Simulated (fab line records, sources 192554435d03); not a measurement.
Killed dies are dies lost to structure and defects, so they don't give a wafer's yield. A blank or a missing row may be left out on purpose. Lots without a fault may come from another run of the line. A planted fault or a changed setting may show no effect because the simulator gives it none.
Chamber matching | flow n5_finfet | N5_MOL_CONTACT_COAG_ETCH_106 on rie_diel-03: 4 sister chambers
The step etches SOC in N2/H2, target depth 80 nm, overetch 16 nm, time 120 s. 4 wafers are shown with their chamber, then 8 later ones without.

WAFERS WITH THEIR CHAMBER
wafer  | chamber | showerhead_plenum_p_Torr (Torr)
L083.5 | 1       | 2.44
L084.5 | 3       | 2.53
L084.6 | 0       | 2.62
L086.1 | 2       | 2.69

WAFERS WITHOUT THEIR CHAMBER
wafer  | showerhead_plenum_p_Torr (Torr)
L086.2 | 2.53
L086.6 | 2.53
L087.1 | 2.69
L087.2 | 2.53
L087.3 | 2.61
L088.1 | 2.43
L088.4 | 2.69
L088.5 | 2.61

WHICH CHAMBER EACH WENT THROUGH
wafer  | from the rows above | in truth
L086.2 | 3                   | 3
L086.6 | 3                   | 3
L087.1 | 2                   | 2
L087.2 | 3                   | 3
L087.3 | 0                   | 0
L088.1 | 1                   | 1
L088.4 | 2                   | 2
L088.5 | 0                   | 0
Placed correctly: 8 of 8. Can't be placed from these rows: 0. Placed wrongly: 0.
How it was worked out, from the rows above alone: a wafer's distance from a chamber is the root of the sum, over the readings, of the square of ((its reading less the chamber's mean) divided by the reading's scatter). The wafer belongs to the nearest chamber; if the next one is less than 2 further off, it can't be placed. A chamber's mean is the mean of its shown wafers. The scatter: with one shown wafer a chamber, the root of the mean of the squares of how far each hidden wafer lies from its nearest shown one.
